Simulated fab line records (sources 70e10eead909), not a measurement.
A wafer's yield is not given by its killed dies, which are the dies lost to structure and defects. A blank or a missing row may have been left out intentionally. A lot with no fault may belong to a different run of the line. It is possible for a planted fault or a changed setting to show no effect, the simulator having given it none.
Comparing a struck lot with a sound one ; flow nand_harc ; 13 out of 1159 route steps
Sound: wafers L219.1, L219.2, L219.4. The struck wafers were L237.3, L237.5, L237.6. At the end, the cause is stated.
Order at every step that has rows: each side's tool, ch and its chambers, its first start. Under that, the readings that differ: sound wafers ; struck wafers ; difference of the means ; sigmas: that difference in standard deviations of wafers without a fault.
alike: readings whose means differ by less than 2 such deviations, and words and numbers that are the same on both sides. not compared: withheld readings, readings that some wafer has no value for, bounds like >300 that may hide the same value, and numbers for which the record gives no deviation and whose values overlap.
A row with sigmas, a row that says differs or no value, or rows on one side alone: a step with any of these is where the two part. Numbers that have no deviation but don't overlap get no sigmas and don't part them. A reading that every wafer of one side lacks parts them only if that side has two wafers or more.

first, 1 step without rows for these wafers: NHARC_P_BONDPAD_ECD_18 (material Cu, target thk 400 nm).
NHARC_P_BONDPAD_ANNEAL_28: time 90 s.
  sound on rtp_anneal-02 ch 0, day 7 11:22; struck on rtp_anneal-01 ch 0, day 11 14:35
reading;sound;struck;difference;sigmas
wafer_temp_C_max;226.3 227.4 226.7;225.9 225.7 225.2;-1.2;-2
  alike: anneal_temp_c_max
NHARC_P_BONDPAD_CMP_19: polishes, t overpolish 30 s, cu recess touch 16 s, target thk 160.81 nm.
  sound on cmp-01 ch 0,2,3, day 7 11:43; struck on cmp-01 ch 0,1, day 11 14:54
  alike: motor_current_A, overpolish_run_s
NHARC_P_BONDPAD_THK_MEAS_20: measures by xrf.
  sound: film_metro-02 at day 7 12:02; struck: film_metro-02 at day 11 15:13
  alike: thk_nm
then, 1 step without rows for these wafers: NHARC_P_BONDPAD_SRD_21 (time 30 s, dry time 20 s).
NHARC_P_BONDPAD_INSPECT_23:
  sound: defect_inspect-01 at day 7 12:16; struck: defect_inspect-02 at day 11 15:26
  alike: raw_defect_count
NHARC_P_BONDPAD_ACTIVATE_29: chemistry N2, time 60 s.
  sound on rie_diel-08 ch 0,2,3, day 7 12:20; struck on rie_diel-10 ch 0,1,2, day 11 15:31
  alike: drypump_motor_current_A, oes_product_au, rf_vpp_V, showerhead_plenum_p_Torr
  not compared: rf_hours_counter_h
then, 2 steps without rows for these wafers: NHARC_P_BONDPAD_PRECLEAN_30 (cleans in DIW, time 300 s); NHARC_P_BONDPAD_SRD_31 (time 30 s, dry time 20 s).
NHARC_A_START_INSPECT_01:
  sound: defect_inspect-02 at day 7 12:44; struck: defect_inspect-01 at day 11 15:54
  alike: raw_defect_count
NHARC_A_ZERO_WELL_PRECLEAN_00: cleans in SPM, time 600 s.
  sound on wet_bench-09 ch 0,4,7, day 7 12:49; struck on wet_bench-09 ch 2,3,7, day 11 15:59
  no value came back on the struck wafers for bath_guard_temp_C (C), bath_heat_duty_pct (%); on the sound wafers bath_guard_temp_C (C) reads 121.1 119.4 119.0
then, 2 steps without rows for these wafers: NHARC_A_ZERO_WELL_SRD_01; NHARC_END_SORT_01.

## WHERE THEY PART
Earliest at NHARC_P_BONDPAD_ANNEAL_28; latest, in this record, at NHARC_A_ZERO_WELL_PRECLEAN_00.

WHY: what had been put in by the simulator
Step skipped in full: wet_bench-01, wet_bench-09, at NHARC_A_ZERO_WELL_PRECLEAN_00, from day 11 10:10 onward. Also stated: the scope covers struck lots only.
